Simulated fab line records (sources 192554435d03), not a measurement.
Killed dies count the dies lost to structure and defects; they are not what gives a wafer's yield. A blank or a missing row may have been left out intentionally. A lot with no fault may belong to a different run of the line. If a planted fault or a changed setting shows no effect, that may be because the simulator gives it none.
fab line records	flow n5_finfet
[record] lots = 13	wafers = 39	last_day = 18
route steps=1938 shown HKMG_FIN@440 PAD_METAL@1894 PASSIVATION@1936
lots with no fault: from the same line, run without faults
start_h: the number of hours between the record's first day and the start of the first shown wafer of the lot	wait_h: time in hours since the lot's previous step	" same as the row above	L1.1+2: a row that stands for several wafers	- value missing, or start not given	* or withheld: withheld	< > ~ a bound
route shown NAME@n: NAME is a module with steps in the file, n the number in the route of the first one	usual: mean and standard deviation over wafers with no fault	same: alike in all rows	chamber/n: place in a boat	sites: the reading at each site	_std_site: their standard deviation	_edge_site: mean of outer sites minus mean of inner sites	radius_mm: for every site, how far away it sits from the centre of the wafer	mask NAME#n: copy n	behind: the last tool/chamber to shape the wafer	hold: the reason the lot was held/the length of the hold in hours/how it ended	device: the transistor (n, p or np) that didn't switch	end of line: tests of these same wafers at the route's end	for a step that has no rows: nothing shown but its recipe	killed: the dies lost at the first sort to structure and to defects; this is not the yield of the wafer	map: the dies of a wafer, with x for killed, . for not killed, _ for no die there
set.NAME: setting as actually run; set.NAME@STEP: the setting as run at that earlier step	model.NAME: the simulator's own value behind a step, which no gauge read
the route's steps for a sample of lots (tables are steps, rows are wafers)
services: the hour from which a tool's chamber was out of use, counted from the record's first day as start_h (under 0 if before that day), plus the number of hours and why
[[steps]]
[step N5_HKMG_FIN_WET_ETCH_18]
[recipe] chemistry = SC1	target = TiN	mix = 1:1:5	temp_c = *	time_s = 55	target_depth_nm = 5.2	dry = ipa_marangoni	rinse_time_s = 30	rinse_temp_c = 23
[same] rinse_time_s = 30
lot.wafer	tool	chamber	start_h	wait_h
L815.1+4+5	wet_bench-01	6,5,7	76.49	0.1
L817.1+2+4	wet_bench-01	2,1,3	87.75	0.1
L818.1+2+5	wet_bench-04	1,3,4	94.23	0.1
L820.3+4+6	wet_bench-01	4,1,3	108.59	0.1
L823.2+4+6	wet_bench-01	5,6,7	127.73	0.1
L824.1+2+3	wet_bench-01	4,7,3	130.81	0.1
L826.1+3+5	wet_bench-05	5,4,7	144.74	0.1
L827.2+3+6	wet_bench-01	4,0,2	151.76	0.1
L828.1+3+6	wet_bench-04	2,5,4	155.80	0.1
L830.1+5+6	wet_bench-01	4,7,5	167.98	0.1
L835.1+5+6	wet_bench-04	0,6,5	195.38	0.1
L836.3+4+6	wet_bench-04	1,6,4	202.72	0.1
L838.1+3+5	wet_bench-05	0,6,4	220.38	0.1
[step N5_PASSIVATION_PRE_CLEAN_19]
[recipe] gas = H2/He	time_s = *	temp_c = *
[usual] heater_power_w = 482/38
lot.wafer	tool	chamber	start_h	wait_h	heater_power_w
L815.1	pvd_sputter-03	-	267.96	0.0	472
L815.4	"	-	"	"	429
L815.5	"	-	"	"	486
L818.1	pvd_sputter-02	-	291.34	0.0	534
L818.2	"	-	"	"	472
L818.5	"	-	"	"	580
L817.1	pvd_sputter-01	-	293.95	0.0	480
L817.2	"	-	"	"	497
L817.4	"	-	"	"	497
L820.3	pvd_sputter-03	-	298.60	0.0	480
L820.4	"	-	"	"	432
L820.6	"	-	"	"	465
L824.1	pvd_sputter-03	-	306.38	0.0	416
L824.2	"	-	"	"	465
L824.3	"	-	"	"	420
L823.2	pvd_sputter-02	-	312.16	0.0	474
L823.4	"	-	"	"	577
L823.6	"	-	"	"	451
L826.1	pvd_sputter-01	-	331.93	0.0	494
L826.3	"	-	"	"	506
L826.5	"	-	"	"	467
L827.2	pvd_sputter-01	-	341.27	0.0	501
L827.3	"	-	"	"	475
L827.6	"	-	"	"	503
L828.1	pvd_sputter-02	-	344.80	0.0	598
L828.3	"	-	"	"	475
L828.6	"	-	"	"	462
L830.1	pvd_sputter-01	-	349.74	0.0	511
L830.5	"	-	"	"	494
L830.6	"	-	"	"	498
L835.1	pvd_sputter-01	-	380.58	0.0	501
L835.5	"	-	"	"	459
L835.6	"	-	"	"	480
L836.3	pvd_sputter-01	-	384.12	0.0	508
L836.4	"	-	"	"	475
L836.6	"	-	"	"	481
L838.1	pvd_sputter-01	-	415.97	0.0	507
L838.3	"	-	"	"	510
L838.5	"	-	"	"	458
[step N5_PASSIVATION_AL_DEP_21]
[recipe] material = Al	target_thk_a = 28000	temp_c = 400	time_s = 170	power_w = 30000	chamber_pressure_pa = 0.4	gas = Ar
[usual] chamber_pressure_pa = 0.4001/0.00071	throttle_valve_pct = 29.9/0.74
lot.wafer	tool	chamber	start_h	wait_h	chamber_pressure_pa	throttle_valve_pct
L815.1	pvd_sputter-03	-	268.10	0.1	0.4004	29.1
L815.4	"	-	"	"	0.3996	29.6
L815.5	"	-	"	"	0.3999	29.2
L818.1	pvd_sputter-02	-	291.48	0.1	0.3998	30.0
L818.2	"	-	"	"	0.3989	28.6
L818.5	"	-	"	"	0.4000	31.4
L817.1	pvd_sputter-01	-	294.09	0.1	0.4008	30.3
L817.2	"	-	"	"	0.4000	31.0
L817.4	"	-	"	"	0.4002	29.4
L820.3	pvd_sputter-03	-	298.74	0.1	0.3998	29.5
L820.4	"	-	"	"	0.3995	30.6
L820.6	"	-	"	"	0.4017	28.9
L824.1	pvd_sputter-03	-	306.52	0.1	0.4004	29.3
L824.2	"	-	"	"	0.3991	29.3
L824.3	"	-	"	"	0.3993	30.3
L823.2	pvd_sputter-02	-	312.30	0.1	0.4002	28.5
L823.4	"	-	"	"	0.4006	31.4
L823.6	"	-	"	"	0.4005	29.6
L826.1	pvd_sputter-01	-	332.07	0.1	0.3989	30.3
L826.3	"	-	"	"	0.3988	30.9
L826.5	"	-	"	"	0.4002	29.7
L827.2	pvd_sputter-01	-	341.41	0.1	0.4009	31.2
L827.3	"	-	"	"	0.3991	30.3
L827.6	"	-	"	"	0.4004	31.1
L828.1	pvd_sputter-02	-	344.94	0.1	0.3999	31.3
L828.3	"	-	"	"	0.4005	28.7
L828.6	"	-	"	"	0.4005	29.2
L830.1	pvd_sputter-01	-	349.88	0.1	0.3982	31.0
L830.5	"	-	"	"	0.3998	31.0
L830.6	"	-	"	"	0.4012	29.8
L835.1	pvd_sputter-01	-	380.72	0.1	0.3995	29.8
L835.5	"	-	"	"	0.3999	29.4
L835.6	"	-	"	"	0.3989	30.2
L836.3	pvd_sputter-01	-	384.26	0.1	0.4004	31.0
L836.4	"	-	"	"	0.4003	30.1
L836.6	"	-	"	"	0.4006	30.2
L838.1	pvd_sputter-01	-	416.11	0.1	0.4002	29.5
L838.3	"	-	"	"	0.3996	31.0
L838.5	"	-	"	"	0.3990	29.4
[step N5_PASSIVATION_PROBE_49]
[usual] defect_limited_yield = 91.5/1.3	killed_at_M0_to_M3 = 33/11	killed_at_M4_up = 14/5.3	killed_at_contacts = 11/6.3	killed_at_front_end = 38/10	killed_at_other = 3.7/2.8	killed_dies = 101/16	killed_open = 67/12	killed_short = 32/7.4	sort_bin_5_function = 5.0/0.86	sort_bin_6_memory = 3.2/0.69	sort_bin_8_speed = 0.00/0.007	sort_n_pass = 1079/16	sort_yield_pct = 91.5/1.3
[same] gross_dies = 1180	killed_at_back_side = 0	sort_bin_4_leakage[%] = 0
lot.wafer	tool	chamber	start_h	wait_h	defect_limited_yield[%]	killed_at_M0_to_M3	killed_at_M4_up	killed_at_contacts	killed_at_front_end	killed_at_other	killed_dies	killed_open	killed_short	sort_bin_5_function[%]	sort_bin_6_memory[%]	sort_bin_8_speed[%]	sort_n_pass	sort_yield_pct[%]
L815.1	prober-01	-	273.72	0.0	92.4	42	4	12	29	3	90	60	30	4.9	2.5	0	1090	92.4
L815.4	prober-01	-	273.87	0.2	90.0	56	8	14	34	6	118	78	40	5.8	3.8	0	1062	90.0
L815.5	prober-01	-	273.92	0.2	90.8	47	11	12	35	4	109	78	31	6.4	2.5	0	1071	90.8
L818.1	prober-02	-	296.98	0.0	93.2	13	13	18	30	6	80	56	21	4.3	2.4	0	1100	93.2
L818.2	prober-02	-	297.03	0.1	91.4	31	18	11	33	8	101	72	26	5.2	3.1	0	1079	91.4
L818.5	prober-02	-	297.18	0.2	92.9	14	18	12	40	0	84	59	24	4.7	2.1	0	1096	92.9
L817.1	prober-02	-	299.56	0.0	92.4	25	15	10	39	1	90	53	33	3.7	3.3	0	1090	92.4
L817.2	prober-02	-	299.61	0.1	92.6	29	13	4	39	2	87	53	34	5.1	2.1	0	1093	92.6
L817.4	prober-02	-	299.71	0.2	92.4	20	11	6	53	0	90	59	29	4.8	2.7	0	1090	92.4
L820.3	prober-01	-	304.34	0.1	90.6	43	15	12	38	3	111	77	33	5.2	4.2	0	1069	90.6
L820.4	prober-01	-	304.39	0.2	89.7	28	20	26	41	6	121	90	30	5.9	3.9	0	1059	89.7
L820.6	prober-01	-	304.49	0.3	90.3	47	10	18	36	3	114	75	38	5.6	3.5	0	1066	90.3
L824.1	prober-02	-	312.13	0.0	93.7	26	10	8	27	3	74	53	20	3.9	2.1	0	1106	93.7
L824.2	prober-02	-	312.18	0.1	91.4	41	8	10	35	7	101	67	34	5.3	3.1	0	1079	91.4
L824.3	prober-02	-	312.23	0.1	93.4	18	8	8	38	6	78	52	25	4.0	2.5	0	1102	93.4
L823.2	prober-01	-	317.91	0.1	90.2	46	5	24	38	3	116	79	37	6.2	3.1	0	1064	90.2
L823.4	prober-01	-	318.01	0.2	91.2	27	9	24	35	9	104	70	33	5.3	2.9	0	1076	91.2
L823.6	prober-01	-	318.11	0.3	89.9	33	11	33	37	5	119	84	32	5.8	3.9	0	1061	89.9
L826.1	prober-02	-	338.59	0.0	94.8	15	16	5	25	0	61	39	21	2.5	2.2	0	1119	94.8
L826.3	prober-02	-	338.69	0.1	92.8	22	5	15	39	4	85	46	37	4.2	2.6	0	1095	92.8
L826.5	prober-02	-	338.79	0.2	94.0	15	10	9	32	5	71	47	24	2.8	2.8	0	1109	94.0
L827.2	prober-01	-	347.54	0.1	89.9	47	10	14	42	6	119	76	40	5.6	3.9	0	1061	89.9
L827.3	prober-01	-	347.59	0.1	88.3	53	19	12	51	3	138	94	43	7.5	4.0	0	1042	88.3
L827.6	prober-01	-	347.74	0.3	90.9	43	21	17	24	2	107	78	28	5.9	3.1	0	1073	90.9
L828.1	prober-02	-	350.45	0.0	91.9	27	12	4	49	4	96	57	38	5.0	2.7	0	1084	91.9
L828.3	prober-02	-	350.55	0.1	93.8	31	11	1	24	6	73	44	28	4.0	2.2	0	1107	93.8
L828.6	prober-02	-	350.70	0.3	92.6	25	18	5	36	3	87	55	31	4.3	2.9	0	1093	92.6
L830.1	prober-01	-	356.41	0.0	81.3	23	27	14	154	3	221	63	27	12.2	3.6	0	959	81.3
L830.5	prober-01	-	356.61	0.2	86.4	24	10	5	118	3	160	54	16	7.8	3.4	0	1020	86.4
L830.6	prober-01	-	356.66	0.3	81.0	19	15	4	180	6	224	66	27	12.1	4.5	0	956	81.0
L835.1	prober-01	-	386.30	0.0	92.4	32	12	15	29	2	90	61	29	4.7	2.6	0	1090	92.4
L835.5	prober-01	-	386.50	0.2	90.5	32	19	9	48	4	112	72	40	5.3	3.9	0.08	1067	90.4
L835.6	prober-01	-	386.55	0.3	90.1	51	17	13	31	5	117	86	28	4.9	4.6	0	1063	90.1
L836.3	prober-02	-	390.14	0.1	90.4	58	19	14	20	2	113	77	32	5.6	3.6	0	1067	90.4
L836.4	prober-02	-	390.19	0.2	91.1	41	13	10	39	2	105	72	31	5.3	3.4	0	1075	91.1
L836.6	prober-02	-	390.29	0.3	89.0	57	20	17	30	6	130	91	37	7.7	3.2	0	1050	89.0
L838.1	prober-02	-	422.11	0.0	91.4	32	10	15	42	2	101	69	30	4.8	3.4	0	1079	91.4
L838.3	prober-02	-	422.21	0.1	91.3	28	6	12	54	3	103	68	35	5.2	3.2	0	1077	91.3
L838.5	prober-02	-	422.31	0.2	90.9	51	8	10	27	11	107	66	39	5.3	3.0	0	1073	90.9
// killed by level:class
L815.1 FIN_SAQP:geometric_particle:open=11 MOL_CONTACT_COAG:geometric_particle:open=11 BEOL_M0_SAQP:geometric_particle:short=11 STI_FIN_REVEAL:geometric_particle:open=6 DUMMY_GATE:geometric_particle:open=5 BEOL_M0_SAQP:geometric_particle:open=5 BEOL_M3:geometric_particle:short=5 BEOL_M1:geometric_particle:open=4
L815.4 BEOL_M2:geometric_particle:open=15 FIN_SAQP:geometric_particle:short=11 MOL_CONTACT_COAG:geometric_particle:open=10 BEOL_M3:geometric_particle:open=9 BEOL_M1:geometric_particle:open=8 BEOL_M0_SAQP:geometric_particle:open=7 FIN_SAQP:geometric_particle:open=5 BEOL_M2:geometric_particle:short=5
L815.5 BEOL_M2:geometric_particle:open=12 MOL_CONTACT_COAG:geometric_particle:open=11 BEOL_M0_SAQP:geometric_particle:open=11 FIN_SAQP:geometric_particle:short=7 BEOL_M5:geometric_particle:open=7 BEOL_M1:geometric_particle:open=7 FIN_SAQP:geometric_particle:open=6 DUMMY_GATE:geometric_particle:open=6
L818.1 MOL_CONTACT_COAG:geometric_particle:open=16 STI_FIN_REVEAL:geometric_particle:open=13 BEOL_M4:geometric_particle:open=6 BEOL_M0_SAQP:geometric_particle:short=3 MIM_TOP:geometric_particle:open=3 STARTING-WAFER:geometric_particle:open=3 FIN_SAQP:geometric_particle:open=2 FIN_SAQP:geometric_particle:short=2
L818.2 STI_FIN_REVEAL:geometric_particle:open=11 BEOL_M3:geometric_particle:open=10 MOL_CONTACT_COAG:geometric_particle:open=9 BEOL_M1:geometric_particle:open=8 DUMMY_GATE:geometric_particle:open=7 BEOL_M4:geometric_particle:open=7 GATE_CUT:geometric_particle:short=6 BEOL_M0_SAQP:geometric_particle:open=5
L818.5 STI_FIN_REVEAL:geometric_particle:open=16 MOL_CONTACT_COAG:geometric_particle:open=11 BEOL_M4:geometric_particle:open=8 FIN_SAQP:geometric_particle:open=6 FIN_SAQP:geometric_particle:short=6 BEOL_M2:geometric_particle:open=5 BEOL_M4:geometric_particle:short=4 STI_FIN_REVEAL:geometric_particle:short=3
L817.1 FIN_SAQP:geometric_particle:short=10 BEOL_M0_SAQP:geometric_particle:short=9 BEOL_M0_SAQP:geometric_particle:open=9 MOL_CONTACT_COAG:geometric_particle:open=8 FIN_SAQP:geometric_particle:open=7 GATE_CUT:geometric_particle:short=5 BEOL_M4:geometric_particle:open=5 DUMMY_GATE:geometric_particle:open=3
L817.2 FIN_SAQP:geometric_particle:open=16 FIN_SAQP:geometric_particle:short=6 GATE_CUT:geometric_particle:short=6 BEOL_M2:geometric_particle:open=6 BEOL_M5:geometric_particle:short=6 BEOL_M0_SAQP:geometric_particle:open=5 BEOL_M0_SAQP:geometric_particle:short=5 GATE_CUT:geometric_particle:open=4
L817.4 FIN_SAQP:geometric_particle:open=21 FIN_SAQP:geometric_particle:short=11 BEOL_M0_SAQP:geometric_particle:open=11 BEOL_M4:geometric_particle:open=7 GATE_CUT:geometric_particle:short=6 BEOL_M0_SAQP:geometric_particle:short=5 GATE_CUT:geometric_particle:open=4 MOL_CONTACT_COAG:geometric_particle:open=4
L820.3 BEOL_M1:geometric_particle:open=11 FIN_SAQP:geometric_particle:open=9 MOL_CONTACT_COAG:geometric_particle:open=9 BEOL_M4:geometric_particle:open=8 BEOL_M0_SAQP:geometric_particle:short=8 DUMMY_GATE:geometric_particle:open=7 BEOL_M0_SAQP:geometric_particle:open=7 BEOL_M2:geometric_particle:open=6
L820.4 MOL_CONTACT_COAG:geometric_particle:open=20 BEOL_M4:geometric_particle:open=10 STI_FIN_REVEAL:geometric_particle:open=9 BEOL_M2:geometric_particle:open=8 MOL_CONTACT_COAG:geometric_particle:short=6 FIN_SAQP:geometric_particle:open=5 DUMMY_GATE:geometric_particle:open=5 ILD0:geometric_particle:open=5
L820.6 MOL_CONTACT_COAG:geometric_particle:open=13 BEOL_M2:geometric_particle:open=13 BEOL_M0_SAQP:geometric_particle:short=10 BEOL_M3:geometric_particle:open=7 FIN_SAQP:geometric_particle:open=6 BEOL_M0_SAQP:geometric_particle:open=6 BEOL_M1:geometric_particle:open=6 FIN_SAQP:geometric_particle:short=5
L824.1 BEOL_M3:geometric_particle:open=8 BEOL_M2:geometric_particle:open=7 STI_FIN_REVEAL:geometric_particle:open=6 MOL_CONTACT_COAG:geometric_particle:open=6 FIN_SAQP:geometric_particle:open=5 FIN_SAQP:geometric_particle:short=4 BEOL_M5:geometric_particle:open=4 BEOL_M1:geometric_particle:open=3
L824.2 BEOL_M3:geometric_particle:open=18 FIN_SAQP:geometric_particle:short=10 MOL_CONTACT_COAG:geometric_particle:open=9 STI_FIN_REVEAL:geometric_particle:open=8 BEOL_M0_SAQP:geometric_particle:open=6 BEOL_M0_SAQP:geometric_particle:short=5 GATE_CUT:geometric_particle:short=4 BEOL_M1:geometric_particle:open=4
L824.3 FIN_SAQP:geometric_particle:open=8 STI_FIN_REVEAL:geometric_particle:open=6 BEOL_M3:geometric_particle:open=6 BEOL_M4:geometric_particle:open=6 MOL_CONTACT_COAG:geometric_particle:open=5 DUMMY_GATE:geometric_particle:open=4 GATE_CUT:geometric_particle:short=4 STARTING-WAFER:geometric_particle:short=4
L823.2 MOL_CONTACT_COAG:geometric_particle:open=20 BEOL_M2:geometric_particle:open=13 BEOL_M0_SAQP:geometric_particle:short=10 FIN_SAQP:geometric_particle:open=8 FIN_SAQP:geometric_particle:short=8 STI_FIN_REVEAL:geometric_particle:open=6 BEOL_M1:geometric_particle:open=6 BEOL_M3:geometric_particle:open=5
L823.4 MOL_CONTACT_COAG:geometric_particle:open=19 BEOL_M0_SAQP:geometric_particle:short=12 STI_FIN_REVEAL:geometric_particle:open=12 BEOL_M0_SAQP:geometric_particle:open=6 MOL_CONTACT_COAG:geometric_particle:short=5 BEOL_M2:geometric_particle:open=5 FIN_SAQP:geometric_particle:open=4 STARTING-WAFER:geometric_particle:short=4
L823.6 MOL_CONTACT_COAG:geometric_particle:open=30 BEOL_M0_SAQP:geometric_particle:open=12 FIN_SAQP:geometric_particle:short=11 FIN_SAQP:geometric_particle:open=9 BEOL_M0_SAQP:geometric_particle:short=9 STI_FIN_REVEAL:geometric_particle:open=5 BEOL_M2:geometric_particle:open=5 BEOL_M1:geometric_particle:open=4
L826.1 STI_FIN_REVEAL:geometric_particle:open=5 BEOL_M4:geometric_particle:open=5 STARTING-WAFER:geometric_particle:open=5 FIN_SAQP:geometric_particle:open=4 BEOL_M1:geometric_particle:open=4 BEOL_M4:geometric_particle:short=4 MOL_CONTACT_COAG:geometric_particle:open=3 ILD0:geometric_particle:short=2
L826.3 FIN_SAQP:geometric_particle:short=10 STI_FIN_REVEAL:geometric_particle:open=9 MOL_CONTACT_COAG:geometric_particle:short=8 MOL_CONTACT_COAG:geometric_particle:open=7 FIN_SAQP:geometric_particle:open=6 BEOL_M0_SAQP:geometric_particle:open=4 BEOL_M0_SAQP:geometric_particle:short=4 BEOL_M3:geometric_particle:open=4
L826.5 FIN_SAQP:geometric_particle:short=6 STI_FIN_REVEAL:geometric_particle:open=6 MOL_CONTACT_COAG:geometric_particle:open=5 FIN_SAQP:geometric_particle:open=4 MOL_CONTACT_COAG:geometric_particle:short=4 GATE_CUT:geometric_particle:open=4 BEOL_M0_SAQP:geometric_particle:open=4 BEOL_M4:geometric_particle:open=4
L827.2 STI_FIN_REVEAL:geometric_particle:open=16 BEOL_M0_SAQP:geometric_particle:open=15 MOL_CONTACT_COAG:geometric_particle:open=13 BEOL_M2:geometric_particle:open=8 FIN_SAQP:geometric_particle:short=7 BEOL_M0_SAQP:geometric_particle:short=7 BEOL_M1:geometric_particle:open=6 BEOL_M3:geometric_particle:open=4
L827.3 STI_FIN_REVEAL:geometric_particle:open=20 MOL_CONTACT_COAG:geometric_particle:open=11 BEOL_M0_SAQP:geometric_particle:short=11 BEOL_M1:geometric_particle:open=11 BEOL_M0_SAQP:geometric_particle:open=10 BEOL_M1:geometric_particle:short=8 STI_FIN_REVEAL:geometric_particle:short=6 BEOL_M2:geometric_particle:open=6
L827.6 BEOL_M2:geometric_particle:open=19 MOL_CONTACT_COAG:geometric_particle:open=12 BEOL_M4:geometric_particle:open=12 BEOL_M1:geometric_particle:open=7 GATE_CUT:geometric_particle:short=5 MOL_CONTACT_COAG:geometric_particle:short=5 BEOL_M3:geometric_particle:open=5 STI_FIN_REVEAL:geometric_particle:open=4
L828.1 FIN_SAQP:geometric_particle:short=14 BEOL_M3:geometric_particle:open=11 STI_FIN_REVEAL:geometric_particle:open=8 GATE_CUT:geometric_particle:short=8 BEOL_M0_SAQP:geometric_particle:open=5 FIN_SAQP:geometric_particle:open=4 MOL_CONTACT_COAG:geometric_particle:open=4 BEOL_M4:geometric_particle:open=4
L828.3 BEOL_M1:geometric_particle:open=10 BEOL_M0_SAQP:geometric_particle:open=8 DUMMY_GATE:geometric_particle:open=7 BEOL_M4:geometric_particle:open=6 FIN_SAQP:geometric_particle:short=5 BEOL_M3:geometric_particle:open=5 PAD_METAL:geometric_particle:short=4 BEOL_M1:geometric_particle:short=3
L828.6 BEOL_M4:geometric_particle:open=11 FIN_SAQP:geometric_particle:short=8 BEOL_M2:geometric_particle:open=8 GATE_CUT:geometric_particle:short=7 FIN_SAQP:geometric_particle:open=5 DUMMY_GATE:geometric_particle:open=5 MOL_CONTACT_COAG:geometric_particle:open=5 BEOL_M0_SAQP:geometric_particle:open=5
L830.1 HKMG_FIN:unspecified=130 BEOL_M4:geometric_particle:open=12 MOL_CONTACT_COAG:geometric_particle:open=11 FIN_SAQP:geometric_particle:short=6 BEOL_M4:geometric_particle:short=6 FIN_SAQP:geometric_particle:open=5 BEOL_M0_SAQP:geometric_particle:open=5 BEOL_M0_SAQP:geometric_particle:short=5
L830.5 HKMG_FIN:unspecified=89 STI_FIN_REVEAL:geometric_particle:open=8 BEOL_M2:geometric_particle:open=8 BEOL_M3:geometric_particle:open=6 MOL_CONTACT_COAG:geometric_particle:open=5 FIN_SAQP:geometric_particle:open=4 BEOL_M0_SAQP:geometric_particle:open=4 FIN_SAQP:geometric_particle:short=3
L830.6 HKMG_FIN:unspecified=130 FIN_SAQP:geometric_particle:open=13 STI_FIN_REVEAL:geometric_particle:open=11 BEOL_M3:geometric_particle:open=6 BEOL_M4:geometric_particle:open=6 FIN_SAQP:geometric_particle:short=5 BEOL_M4:geometric_particle:short=5 STARTING-WAFER:geometric_particle:short=5
L835.1 MOL_CONTACT_COAG:geometric_particle:open=11 BEOL_M1:geometric_particle:open=11 FIN_SAQP:geometric_particle:open=7 FIN_SAQP:geometric_particle:short=7 BEOL_M2:geometric_particle:short=6 BEOL_M4:geometric_particle:open=6 BEOL_M0_SAQP:geometric_particle:short=5 MOL_CONTACT_COAG:geometric_particle:short=4
L835.5 FIN_SAQP:geometric_particle:open=12 FIN_SAQP:geometric_particle:short=11 BEOL_M0_SAQP:geometric_particle:short=11 STI_FIN_REVEAL:geometric_particle:open=10 BEOL_M4:geometric_particle:open=10 BEOL_M2:geometric_particle:open=8 MOL_CONTACT_COAG:geometric_particle:open=7 BEOL_M0_SAQP:geometric_particle:open=5
L835.6 MOL_CONTACT_COAG:geometric_particle:open=13 BEOL_M3:geometric_particle:open=12 BEOL_M0_SAQP:geometric_particle:short=9 DUMMY_GATE:geometric_particle:open=8 BEOL_M2:geometric_particle:open=8 BEOL_M4:geometric_particle:open=8 BEOL_M0_SAQP:geometric_particle:open=6 BEOL_M1:geometric_particle:open=6
L836.3 BEOL_M0_SAQP:geometric_particle:open=19 BEOL_M0_SAQP:geometric_particle:short=16 MOL_CONTACT_COAG:geometric_particle:open=12 BEOL_M4:geometric_particle:open=9 BEOL_M2:geometric_particle:open=8 BEOL_M1:geometric_particle:open=6 FIN_SAQP:geometric_particle:open=4 FIN_SAQP:geometric_particle:short=3
L836.4 BEOL_M1:geometric_particle:open=11 BEOL_M0_SAQP:geometric_particle:open=9 MOL_CONTACT_COAG:geometric_particle:open=8 FIN_SAQP:geometric_particle:short=7 BEOL_M3:geometric_particle:open=7 BEOL_M0_SAQP:geometric_particle:short=6 BEOL_M4:geometric_particle:open=6 STI_FIN_REVEAL:geometric_particle:open=5
L836.6 BEOL_M3:geometric_particle:open=13 BEOL_M0_SAQP:geometric_particle:open=13 MOL_CONTACT_COAG:geometric_particle:open=12 BEOL_M0_SAQP:geometric_particle:short=12 BEOL_M4:geometric_particle:open=12 FIN_SAQP:geometric_particle:short=8 BEOL_M1:geometric_particle:open=7 BEOL_M2:geometric_particle:open=7
L838.1 STI_FIN_REVEAL:geometric_particle:open=14 MOL_CONTACT_COAG:geometric_particle:open=11 BEOL_M1:geometric_particle:open=8 BEOL_M3:geometric_particle:open=8 STI_FIN_REVEAL:geometric_particle:short=5 BEOL_M2:geometric_particle:open=5 STARTING-WAFER:geometric_particle:short=5 FIN_SAQP:geometric_particle:open=4
L838.3 STI_FIN_REVEAL:geometric_particle:open=13 MOL_CONTACT_COAG:geometric_particle:open=10 FIN_SAQP:geometric_particle:short=8 BEOL_M1:geometric_particle:open=6 BEOL_M0_SAQP:geometric_particle:open=6 FIN_CUT:geometric_particle:open=5 FIN_SAQP:geometric_particle:open=4 BEOL_M4:geometric_particle:open=4
L838.5 BEOL_M3:geometric_particle:open=12 MOL_CONTACT_COAG:geometric_particle:open=10 BEOL_M0_SAQP:geometric_particle:short=10 BEOL_M2:geometric_particle:open=8 FIN_SAQP:geometric_particle:short=6 BEOL_M1:geometric_particle:open=5 BEOL_M4:geometric_particle:open=5 PASS1_CAP:geometric_particle:short=5
[[services]]
tool	chamber	start_h	hours	kind
wet_bench-01	-	102.91	3.2	repair
pvd_sputter-03	-	285.89	3.8	repair
pvd_sputter-02	-	351.75	1.1	repair
wet_bench-04	-	356.90	6.3	repair
pvd_sputter-03	-	395.24	3.6	repair
wet_bench-04	-	410.42	3.0	repair
[[key]]
[first_sign] step = N5_PASSIVATION_PROBE_49	reading = killed_at_front_end	direction = up	sigmas = 11	usual = 38	struck = 151
[effect] step = N5_PASSIVATION_PROBE_49	reading = defect_limited_yield	direction = down	sigmas = 6.4	usual = 91.5	struck = 82.9
[more_kills_born_at] N5_HKMG_FIN_WET_ETCH_18@wet_bench-01 = 349
met_at N5_HKMG_FIN_WET_ETCH_18
struck_lots L830
not_acting_at N5_PASSIVATION_PRE_CLEAN_19,N5_PASSIVATION_AL_DEP_21
onset_between 151.76 167.98
[fault] kind = chamber_particle_source	tool = wet_bench-01	chamber = -	onset_h = 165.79	steps = N5_HKMG_FIN_WET_ETCH_18	rate_per_visit_cm2 = 1.096
